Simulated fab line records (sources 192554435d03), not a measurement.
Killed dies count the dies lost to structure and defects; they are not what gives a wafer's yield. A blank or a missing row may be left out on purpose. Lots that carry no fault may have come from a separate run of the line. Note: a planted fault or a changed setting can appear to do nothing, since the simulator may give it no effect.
fab line records	flow n5_finfet	part 1 of 2: steps 1 to 29 of 37
record lots=5	wafers=15	last_day=17
route steps=1938 shown SD_EPI_P@313 SD_ACTIVATION@330 ILD0@335 SDB@347
lots that met no fault: taken from a fault-free run of the same line
start_h: start of the lot's first displayed wafer, in hours after the record's first day	wait_h: hours from the lot's prior step to this one	" the same as in the row above	L1.1+2: a single row standing in for several wafers	- no value, or no start given	* or withheld: withheld	< > ~ a bound
route shown NAME@n: names a module that has steps shown in the file, with the first one's number in the route	usual: average and standard deviation across the fault-free wafers	same: alike in all rows	chamber/n: place in a boat	sites: per-site readings	_std_site: the standard deviation of these	_edge_site: the outer-site mean with the inner-site mean subtracted	radius_mm: for every site, how far away it sits from the centre of the wafer	mask NAME#n: copy n	behind: the most recent tool/chamber to have shaped the wafer	hold: cause of the lot's hold/its duration in hours/its outcome	device: names the non-switching transistor (n, p or np)	end of line: the route-end tests of the same wafers	a step without rows: its recipe alone	killed: the dies lost at the first sort to structure and to defects; this is not the yield of the wafer	map: dies across one wafer; x = killed, . = not, _ = none there
set.NAME: the setting that was run; set.NAME@STEP: the one run at that earlier step	model.NAME: the simulator's own value behind a step, which no gauge read
lots at some steps of the route; a table a step, a row a wafer
services: when a tool's chamber went out of use (start_h, in hours from the record's first day, below 0 if earlier), for how many hours, and the reason
## steps
# step N5_SD_EPI_P_STRIP_50
# recipe chemistry=CHF3/O2	resist=SiARC	rf_frequency_hz=6e+07
lot.wafer	tool	chamber	start_h	wait_h
L074.2+3+6	rie_diel-04	2,3,3	55.81	0.0
L076.1+4+6	rie_diel-03	2,0,1	68.46	0.0
L080.1+4+6	rie_diel-01	1,2,0	91.09	0.0
L083.1+2+3	rie_diel-03	1,3,2	113.81	0.0
L096.3+4+6	rie_diel-01	3,0,0	187.83	0.0
# step N5_SD_EPI_P_SD_RECESS_17
# recipe chemistry=HBr/Cl2/O2	target_depth_a=391	bt_time_s=3	pressure_mtorr=10	icp_w=800	bias_w=112	HBr_flow_sccm=150	Cl2_flow_sccm=80	O2_flow_sccm=12
# usual bias_w=112.0/0.37	drypump_motor_current_A=5.8/0.42	oes_product_au=1.004/0.015	throttle_valve_pct=36.93/0.27
lot.wafer	tool	chamber	start_h	wait_h	bias_w	drypump_motor_current_A	oes_product_au	rf_hours_counter_h	throttle_valve_pct
L074.2	rie_si-02	3	55.84	0.0	112.0	6.0	1.029	4	36.92
L074.3	"	0	"	"	112.2	5.5	0.971	105	36.68
L074.6	"	2	"	"	112.4	5.8	1.012	-	37.33
L076.1	rie_si-02	0	68.49	0.0	111.7	5.5	0.979	105	36.68
L076.4	"	3	"	"	112.0	6.0	1.011	5	36.91
L076.6	"	1	"	"	112.7	4.9	0.997	-	36.24
L080.1	rie_si-01	1	91.13	0.0	111.6	5.1	0.976	3	36.53
L080.4	"	0	"	"	112.0	6.2	1.011	0	37.03
L080.6	"	1	"	"	112.1	5.1	0.979	-	36.54
L083.1	rie_si-01	3	113.84	0.0	112.0	6.5	1.010	188	36.90
L083.2	"	2	"	"	111.8	5.7	1.006	143	37.10
L083.3	"	1	"	"	112.1	5.1	0.971	3	36.53
L096.3	rie_si-06	2	187.86	0.0	112.0	6.1	1.015	120	36.99
L096.4	"	3	"	"	111.8	5.7	0.990	-	37.10
L096.6	"	1	"	"	111.5	5.7	0.999	-	36.82
# step N5_SD_EPI_P_WET_ETCH_45
# recipe chemistry=dHF	dilution=withheld	time_s=10.7	target=SiO2	target_depth_a=20	temp_c=25	dry=ipa_marangoni	rinse_time_s=30	rinse_temp_c=23
lot.wafer	tool	chamber	start_h	wait_h
L074.2+3+6	wet_bench-01	7,0,5	55.95	0.1
L076.1+4+6	wet_bench-05	5,0,7	68.58	0.1
L080.1+4+6	wet_bench-01	7,6,2	91.22	0.1
L083.1+2+3	wet_bench-01	3,4,6	113.93	0.1
L096.3+4+6	wet_bench-05	4,5,6	187.96	0.1
# step N5_SD_EPI_P_STRIP_40
# recipe chemistry=N2/H2	power_w=1000	temp_c=250	h2_frac=0.65	overash_fraction=0.3	pressure_mtorr=withheld	n2_flow_sccm=1750	h2_flow_sccm=3250
# usual drypump_motor_current_A=5.8/0.51	heater_power_w=329/39	oes_product_au=0.764/0.011
lot.wafer	tool	chamber	start_h	wait_h	drypump_motor_current_A	heater_power_w	oes_product_au	rf_hours_counter_h
L074.2	plasma_asher-02	1	56.00	0.0	6.1	394	0.770	78
L074.3	"	1	"	"	6.1	391	0.781	-
L074.6	"	0	"	"	4.9	296	0.770	-
L076.1	plasma_asher-02	1	68.63	0.0	6.1	392	0.757	81
L076.4	"	1	"	"	6.1	389	0.764	-
L076.6	"	1	"	"	6.1	393	0.757	-
L080.1	plasma_asher-02	0	91.27	0.0	4.9	288	0.738	86
L080.4	"	0	"	"	4.9	288	0.781	-
L080.6	"	0	"	"	4.9	293	0.750	-
L083.1	plasma_asher-02	0	113.98	0.0	4.9	300	0.770	89
L083.2	"	1	"	"	6.1	396	0.768	89
L083.3	"	1	"	"	6.1	390	0.751	-
L096.3	plasma_asher-01	1	188.03	0.0	5.9	328	0.751	-
L096.4	"	0	"	"	6.2	302	0.766	-
L096.6	"	0	"	"	6.2	306	0.773	-
# step N5_SD_EPI_P_PRECLEAN_52
# recipe chemistry=O3/DIW	time_s=60	temp_c=22	o3_ppm=10
lot.wafer	tool	chamber	start_h	wait_h
L074.2+3+6	wet_bench-05	3,4,6	56.08	-
L076.1+4+6	wet_bench-02	0,7,4	68.72	-
L080.1+4+6	wet_bench-01	7,0,6	91.36	-
L083.1+2+3	wet_bench-02	6,7,2	114.10	-
L096.3+4+6	wet_bench-05	2,1,3	188.09	-
# step N5_SD_EPI_P_SRD_20
# recipe dry=ipa_marangoni	do_ppb=5	time_s=30	temp_c=23	rinse_liquid=diw
lot.wafer	tool	chamber	start_h	wait_h
L074.2+3+6	wet_bench-05	3,4,6	56.10	0.0
L076.1+4+6	wet_bench-02	0,7,4	68.74	0.0
L080.1+4+6	wet_bench-01	7,0,6	91.38	0.0
L083.1+2+3	wet_bench-02	6,7,2	114.12	0.0
L096.3+4+6	wet_bench-05	2,1,3	188.11	0.0
# step N5_SD_EPI_P_PRECLEAN_51
# recipe chemistry=NF3:NH3	afs_cycles=1	temp_c=30	time_s=20	sublimation_temp_c=180	sublimation_time_s=60	pressure_torr=3	rf_power_w=30
lot.wafer	tool	chamber	start_h	wait_h
L074.2+3+6	epi_rpcvd-02	0	56.18	0.1
L076.1+4+6	epi_rpcvd-02	0	68.79	0.0
L080.1+4+6	epi_rpcvd-02	0	91.43	0.0
L083.1+2+3	epi_rpcvd-04	0	114.17	0.0
L096.3+4+6	epi_rpcvd-04	0	188.24	0.1
# step N5_SD_EPI_P_VAPOR_ETCH_44
# recipe chemistry=NF3/Ar	target=SiGe30	temp_c=25	time_s=3.3	mode=isotropic
lot.wafer	tool	chamber	start_h	wait_h
L074.2+3+6	epi_rpcvd-02	0	56.36	0.1
L076.1+4+6	epi_rpcvd-02	0	68.97	0.1
L080.1+4+6	epi_rpcvd-02	0	91.67	0.2
L083.1+2+3	epi_rpcvd-04	0	114.49	0.3
L096.3+4+6	epi_rpcvd-04	0	188.48	0.2
# step N5_SD_EPI_P_EPI_21
# recipe material=SiGe:B	dopant=B	temp_c=550	pressure_torr=20	ambient=H2	time_s=355
lot.wafer	tool	chamber	start_h	wait_h
L074.2+3+6	epi_rpcvd-02	0	56.87	0.5
L076.1+4+6	epi_rpcvd-02	0	69.15	0.1
L080.1+4+6	epi_rpcvd-02	0	91.91	0.2
L083.1+2+3	epi_rpcvd-04	0	114.81	0.3
L096.3+4+6	epi_rpcvd-04	0	189.60	1.1
# step N5_SD_EPI_P_EPI_MEAS_23
# recipe mode=xrd
# usual thk_nm=61.2/1.3
lot.wafer	tool	chamber	start_h	wait_h	thk_nm
L074.2	film_metro-02	-	58.73	1.5	59.9
L074.3	"	-	"	"	59.9
L074.6	"	-	"	"	60.7
L076.1	film_metro-02	-	71.34	1.8	60.5
L076.4	"	-	"	"	61.9
L076.6	"	-	"	"	60.6
L080.1	film_metro-01	-	94.82	2.4	62.0
L080.4	"	-	"	"	59.8
L080.6	"	-	"	"	61.9
L083.1	film_metro-02	-	118.70	3.3	61.0
L083.2	"	-	"	"	61.0
L083.3	"	-	"	"	60.6
L096.3	film_metro-02	-	191.58	1.5	59.9
L096.4	"	-	"	"	60.4
L096.6	"	-	"	"	63.6
# step N5_SD_EPI_P_HM_STRIP_48
# recipe chemistry=H3PO4	temp_c=160	material=SiNx	target=SiNx	target_depth_a=30	overetch_fraction=0.3
lot.wafer	tool	chamber	start_h	wait_h
L074.2+3+6	wet_bench-01	2,6,7	58.76	0.0
L076.1+4+6	wet_bench-02	5,0,4	71.38	0.0
L080.1+4+6	wet_bench-05	3,4,0	94.86	0.0
L083.1+2+3	wet_bench-05	3,6,7	118.74	0.0
L096.3+4+6	wet_bench-02	4,7,5	191.61	0.0
# step N5_SD_EPI_P_SRD_49
# recipe dry=ipa_marangoni	time_s=30	temp_c=23	rinse_liquid=diw
lot.wafer	tool	chamber	start_h	wait_h
L074.2+3+6	wet_bench-01	2,6,7	58.81	0.0
L076.1+4+6	wet_bench-02	5,0,4	71.43	0.0
L080.1+4+6	wet_bench-05	3,4,0	94.91	0.0
L083.1+2+3	wet_bench-05	3,6,7	118.79	0.0
L096.3+4+6	wet_bench-02	4,7,5	191.66	0.0
# step N5_SD_EPI_P_PRECLEAN_24
# recipe chemistry=O3/DIW	time_s=45	temp_c=22	o3_ppm=10
lot.wafer	tool	chamber	start_h	wait_h
L074.2+3+6	wet_bench-01	2,6,7	58.83	0.0
L076.1+4+6	wet_bench-02	5,0,4	71.45	0.0
L080.1+4+6	wet_bench-05	3,4,0	94.93	0.0
L083.1+2+3	wet_bench-05	3,6,7	118.81	0.0
L096.3+4+6	wet_bench-02	4,7,5	191.68	0.0
# step N5_SD_EPI_P_PRECLEAN_32
# recipe chemistry=dHF	time_s=10	dilution=500:1	temp_c=25
lot.wafer	tool	chamber	start_h	wait_h
L074.2+3+6	wet_bench-01	2,6,7	58.85	0.0
L076.1+4+6	wet_bench-02	5,0,4	71.46	0.0
L080.1+4+6	wet_bench-05	3,4,0	94.94	0.0
L083.1+2+3	wet_bench-05	3,6,7	118.82	0.0
L096.3+4+6	wet_bench-02	4,7,5	191.70	0.0
# step N5_SD_EPI_P_PRECLEAN_33
# recipe chemistry=SC2	time_s=45	temp_c=35	mix=1:1:50
lot.wafer	tool	chamber	start_h	wait_h
L074.2+3+6	wet_bench-01	2,6,7	58.85	0.0
L076.1+4+6	wet_bench-02	5,0,4	71.46	0.0
L080.1+4+6	wet_bench-05	3,4,0	94.95	0.0
L083.1+2+3	wet_bench-05	3,6,7	118.83	0.0
L096.3+4+6	wet_bench-02	4,7,5	191.70	0.0
# step N5_SD_EPI_P_SRD_25
# recipe time_s=30	temp_c=23	rinse_liquid=diw	dry=ipa_marangoni
lot.wafer	tool	chamber	start_h	wait_h
L074.2+3+6	wet_bench-01	2,6,7	58.86	0.0
L076.1+4+6	wet_bench-02	5,0,4	71.48	0.0
L080.1+4+6	wet_bench-05	3,4,0	94.96	0.0
L083.1+2+3	wet_bench-05	3,6,7	118.84	0.0
L096.3+4+6	wet_bench-02	4,7,5	191.71	0.0
# step N5_SD_EPI_P_INSPECT_26
# recipe inspect_instrument=darkfield	mode=post_epi
# usual raw_defect_count=173/36
lot.wafer	tool	chamber	start_h	wait_h	raw_defect_count
L074.2	defect_inspect-02	-	58.90	0.0	136
L074.3	"	-	"	"	172
L074.6	"	-	"	"	140
L076.1	defect_inspect-02	-	71.52	0.0	170
L076.4	"	-	"	"	244
L076.6	"	-	"	"	195
L080.1	defect_inspect-02	-	95.00	0.0	134
L080.4	"	-	"	"	152
L080.6	"	-	"	"	153
L083.1	defect_inspect-02	-	118.88	0.0	200
L083.2	"	-	"	"	149
L083.3	"	-	"	"	190
L096.3	defect_inspect-01	-	191.75	0.0	242
L096.4	"	-	"	"	191
L096.6	"	-	"	"	194
# step N5_SD_ACTIVATION_RTA_00
# recipe temp_c=975	time_s=0	ambient=N2	idle_temp_c=600	ramp_up_c_per_s=150	ramp_down_c_per_s=60	cool_to_c=600
# usual lamp_power_pct=8.95/0.052	wafer_temp_C_max=975.1/2
lot.wafer	tool	chamber	start_h	wait_h	lamp_power_pct	wafer_temp_C_max
L074.2	rtp_anneal-01	0	58.96	0.1	8.92	971.7
L074.3	"	0	"	"	9.05	974.0
L074.6	"	0	"	"	8.90	973.7
L076.1	rtp_anneal-02	0	71.54	0.0	8.95	975.3
L076.4	"	0	"	"	8.92	972.6
L076.6	"	0	"	"	8.93	975.4
L080.1	rtp_anneal-01	0	95.03	0.0	9.00	970.3
L080.4	"	0	"	"	8.93	976.7
L080.6	"	0	"	"	9.04	973.9
L083.1	rtp_anneal-01	0	118.91	0.0	9.00	974.8
L083.2	"	0	"	"	9.01	974.2
L083.3	"	0	"	"	8.94	975.7
L096.3	rtp_anneal-01	0	191.85	0.1	8.91	975.7
L096.4	"	0	"	"	9.08	976.3
L096.6	"	0	"	"	8.90	974.3
# step N5_SD_ACTIVATION_LSA_01
# recipe temp_c=1080	time_s=0.0008	ambient=N2
# usual wafer_temp_C_max=1084.8/1.3
lot.wafer	tool	chamber	start_h	wait_h	wafer_temp_C_max
L074.2	laser_anneal-02	0	59.17	0.2	1085.0
L074.3	"	0	"	"	1084.7
L074.6	"	0	"	"	1085.9
L076.1	laser_anneal-02	0	71.74	0.2	1084.3
L076.4	"	0	"	"	1085.8
L076.6	"	0	"	"	1085.5
L080.1	laser_anneal-02	0	95.23	0.2	1084.7
L080.4	"	0	"	"	1085.9
L080.6	"	0	"	"	1085.3
L083.1	laser_anneal-01	0	119.12	0.2	1082.8
L083.2	"	0	"	"	1083.6
L083.3	"	0	"	"	1083.5
L096.3	laser_anneal-01	0	192.05	0.2	1082.7
L096.4	"	0	"	"	1084.8
L096.6	"	0	"	"	1083.9
# step N5_SD_ACTIVATION_RS_MEAS_03
# recipe thk_meas_gauge=four-point-probe
# usual RS_SD_N=21.88/0.28	RS_SD_P=56.1/0.85
lot.wafer	tool	chamber	start_h	wait_h	RS_SD_N[ohm/sq]	RS_SD_P[ohm/sq]
L074.2	film_metro-02	-	59.37	0.2	21.84	57.0
L074.3	"	-	"	"	21.72	56.8
L074.6	"	-	"	"	21.58	57.0
L076.1	film_metro-02	-	71.95	0.2	22.82	56.3
L076.4	"	-	"	"	22.63	56.3
L076.6	"	-	"	"	22.68	56.8
L080.1	film_metro-01	-	95.43	0.2	21.99	55.3
L080.4	"	-	"	"	21.68	56.1
L080.6	"	-	"	"	21.57	55.1
L083.1	film_metro-01	-	119.32	0.2	21.66	56.9
L083.2	"	-	"	"	22.02	55.8
L083.3	"	-	"	"	21.60	57.0
L096.3	film_metro-02	-	192.25	0.2	21.91	56.2
L096.4	"	-	"	"	22.22	55.7
L096.6	"	-	"	"	21.86	55.8
# step N5_SD_ACTIVATION_INSPECT_02
# recipe inspect_instrument=darkfield	mode=post_anneal
# usual raw_defect_count=172/37
lot.wafer	tool	chamber	start_h	wait_h	raw_defect_count
L074.2	defect_inspect-02	-	59.67	0.1	147
L074.3	"	-	"	"	185
L074.6	"	-	"	"	144
L076.1	defect_inspect-02	-	72.28	0.2	171
L076.4	"	-	"	"	230
L076.6	"	-	"	"	193
L080.1	defect_inspect-02	-	95.75	0.2	135
L080.4	"	-	"	"	153
L080.6	"	-	"	"	155
L083.1	defect_inspect-02	-	119.64	0.2	184
L083.2	"	-	"	"	161
L083.3	"	-	"	"	188
L096.3	defect_inspect-01	-	192.53	0.1	235
L096.4	"	-	"	"	177
L096.6	"	-	"	"	190
# step N5_ILD0_LINER_00
# recipe material=SiNx	target_thk_a=40	temp_c=400	ald_precursor_family=SiH2I2	ald_co_reactant=N2/H2-plasma	pulse_time_s=1	purge_time_s=2	co_reactant_purge_time_s=2	ald_cycles=80	pressure_torr=2
# usual heater_power_w=857/54	precursor_pulse_height_rel=1.002/0.021
lot.wafer	tool	chamber	start_h	wait_h	heater_power_w	precursor_pulse_height_rel
L074.2	ald_sin-01	1	60.21	0.5	860	0.978
L074.3	"	2	"	"	877	1.007
L074.6	"	1	"	"	866	0.988
L076.1	ald_sin-01	0	73.11	0.8	921	1.019
L076.4	"	2	"	"	872	1.036
L076.6	"	0	"	"	929	1.027
L080.1	ald_sin-04	1	97.17	1.4	855	1.000
L080.4	"	2	"	"	775	0.956
L080.6	"	1	"	"	826	0.988
L083.1	ald_sin-01	2	119.68	0.0	878	1.007
L083.2	"	1	"	"	881	0.989
L083.3	"	3	"	"	939	0.959
L096.3	ald_sin-02	0	192.57	0.0	794	1.003
L096.4	"	3	"	"	825	0.988
L096.6	"	3	"	"	840	1.007
# step N5_ILD0_FCVD_FILL_01
# recipe material=SiO2_flowable	target_thk_a=2000	temp_c=100	pressure_torr=0.8	rf_w=2000	time_s=328.3
lot.wafer	tool	chamber	start_h	wait_h
L074.2+3+6	fcvd-02	1,1,0	60.62	0.2
L076.1+4+6	fcvd-01	1,1,0	73.52	0.2
L080.1+4+6	fcvd-01	1	97.59	0.2
L083.1+2+3	fcvd-02	1,0,0	120.11	0.2
L096.3+4+6	fcvd-02	1,0,0	193.10	0.3
# step N5_ILD0_CURE_02
# recipe temp_c=450	time_s=1800	ambient=steam	idle_temp_c=400	ramp_up_c_per_min=5	ramp_down_c_per_min=3	densification_p_h2o_torr=640
lot.wafer	tool	chamber	start_h	wait_h
L074.2+3+6	furnace-01	0	61.02	0.3
L076.1+4+6	furnace-01	0	73.92	0.3
L080.1+4+6	furnace-03	0	97.98	0.3
L083.1+2+3	furnace-01	0	120.50	0.3
L096.3+4+6	furnace-02	0	193.38	0.2
# step N5_ILD0_CMP_03
# recipe stop_on=SiNx	t_overpolish_s=1.9	post_cmp_clean=alkaline_brush	down_force_psi=4.1491	platen_rpm=51.796	pad_velocity_m_s=1.0306	target_thk_nm=197.38
# usual edge_zone_pressure_frac=1.000/0.0053	head_pressure_psi=4.149/0.0081	motor_current_A=12.1/1.2	overpolish_run_s=1.900/0.0087	pad_life_wafers=1230/530	time_to_endpoint_s=72/4.6
lot.wafer	tool	chamber	start_h	wait_h	edge_zone_pressure_frac	head_pressure_psi	motor_current_A	overpolish_run_s	pad_life_wafers	time_to_endpoint_s
L074.2	cmp-03	2	62.61	0.1	0.994	4.155	10.1	1.906	793	66
L074.3	"	0	"	"	0.998	4.156	13.2	1.907	795	68
L074.6	"	2	"	"	0.995	4.152	11.0	1.897	-	69
L076.4	cmp-03	2	75.51	0.1	1.003	4.150	11.4	1.918	907	73
L076.1	"	0	"	"	0.995	4.136	13.8	1.886	909	70
L076.6	"	2	"	"	1.002	4.145	10.4	1.892	-	73
L080.4	cmp-02	2	99.57	0.1	0.995	4.165	13.1	1.903	991	64
L080.1	"	0	"	"	0.999	4.144	14.4	1.897	993	72
L080.6	"	1	"	"	1.001	4.150	13.1	1.897	-	66
L083.2	cmp-04	2	122.06	0.0	1.002	4.145	11.6	1.901	2034	72
L083.3	"	3	"	"	0.996	4.138	11.5	1.899	2035	76
L083.1	"	1	"	"	1.002	4.148	13.7	1.909	2037	72
L096.4	cmp-04	3	194.93	0.0	0.992	4.152	11.3	1.894	522	73
L096.3	"	0	"	"	1.010	4.147	11.1	1.912	523	78
L096.6	"	0	"	"	1.007	4.146	10.8	1.909	-	78
# step N5_ILD0_THK_MEAS_04
# usual thk_nm=197.9/1.2
lot.wafer	tool	chamber	start_h	wait_h	thk_nm
L074.2	film_metro-02	-	62.87	-	198.2
L074.3	"	-	"	"	198.3
L074.6	"	-	"	"	197.7
L076.1	film_metro-02	-	75.76	-	197.9
L076.4	"	-	"	"	198.3
L076.6	"	-	"	"	200.4
L080.1	film_metro-02	-	99.83	-	198.5
L080.4	"	-	"	"	195.1
L080.6	"	-	"	"	197.9
L083.1	film_metro-01	-	122.35	-	195.7
L083.2	"	-	"	"	195.8
L083.3	"	-	"	"	197.3
L096.3	film_metro-01	-	195.23	-	199.2
L096.4	"	-	"	"	199.1
L096.6	"	-	"	"	201.8
# step N5_ILD0_CMP_07
# recipe stop_on=poly-Si	material=SiO2_flowable	t_overpolish_s=1.18	post_cmp_clean=alkaline_brush	down_force_psi=4.1491	platen_rpm=51.796	pad_velocity_m_s=1.0306	target_thk_nm=138.88
# usual edge_zone_pressure_frac=1.000/0.0049	head_pressure_psi=4.150/0.0084	motor_current_A=12.3/1.2	pad_life_wafers=1176/400
lot.wafer	tool	chamber	start_h	wait_h	edge_zone_pressure_frac	head_pressure_psi	motor_current_A	pad_life_wafers
L074.3	cmp-04	3	62.90	0.0	0.994	4.164	11.5	1656
L074.2	"	0	"	"	1.001	4.154	10.8	1657
L074.6	"	0	"	"	1.000	4.148	11.2	-
L076.4	cmp-02	3	75.82	0.1	0.999	4.147	9.6	762
L076.1	"	1	"	"	0.993	4.149	13.9	764
L076.6	"	0	"	"	1.003	4.141	14.4	-
L080.1	cmp-03	0	99.87	0.0	1.002	4.163	13.3	1158
L080.4	"	2	"	"	0.996	4.156	10.7	1160
L080.6	"	0	"	"	1.000	4.143	13.8	-
L083.2	cmp-02	2	122.38	0.0	1.001	4.152	14.1	1152
L083.3	"	0	"	"	1.011	4.151	13.9	1154
L083.1	"	1	"	"	1.007	4.149	13.2	1155
L096.3	cmp-02	2	195.30	0.1	0.999	4.166	13.1	1651
L096.4	"	0	"	"	1.000	4.136	13.8	1653
L096.6	"	2	"	"	1.006	4.154	13.9	-
# step N5_ILD0_THK_MEAS_08
# usual thk_nm=139.2/1.3
lot.wafer	tool	chamber	start_h	wait_h	thk_nm
L074.2	film_metro-02	-	63.19	-	138.8
L074.3	"	-	"	"	137.2
L074.6	"	-	"	"	141.7
L076.1	film_metro-02	-	76.11	-	138.7
L076.4	"	-	"	"	139.7
L076.6	"	-	"	"	141.3
L080.1	film_metro-01	-	100.16	-	140.1
L080.4	"	-	"	"	141.1
L080.6	"	-	"	"	139.8
L083.1	film_metro-01	-	122.68	-	137.0
L083.2	"	-	"	"	136.3
L083.3	"	-	"	"	139.1
L096.3	film_metro-02	-	195.55	-	137.5
L096.4	"	-	"	"	139.1
L096.6	"	-	"	"	137.6
# step N5_ILD0_PRECLEAN_10
# recipe chemistry=NF3:NH3	afs_cycles=5	time_s=20	temp_c=30	sublimation_temp_c=180	sublimation_time_s=60	pressure_torr=3	rf_power_w=30
lot.wafer	tool	chamber	start_h	wait_h
L074.2+3+6	remote_plasma-01	0	63.34	0.1
L076.1+4+6	remote_plasma-02	0	76.15	0.0
L080.1+4+6	remote_plasma-02	1	100.20	0.0
L083.1+2+3	remote_plasma-02	1	122.72	0.0
L096.3+4+6	remote_plasma-01	1	195.81	0.3
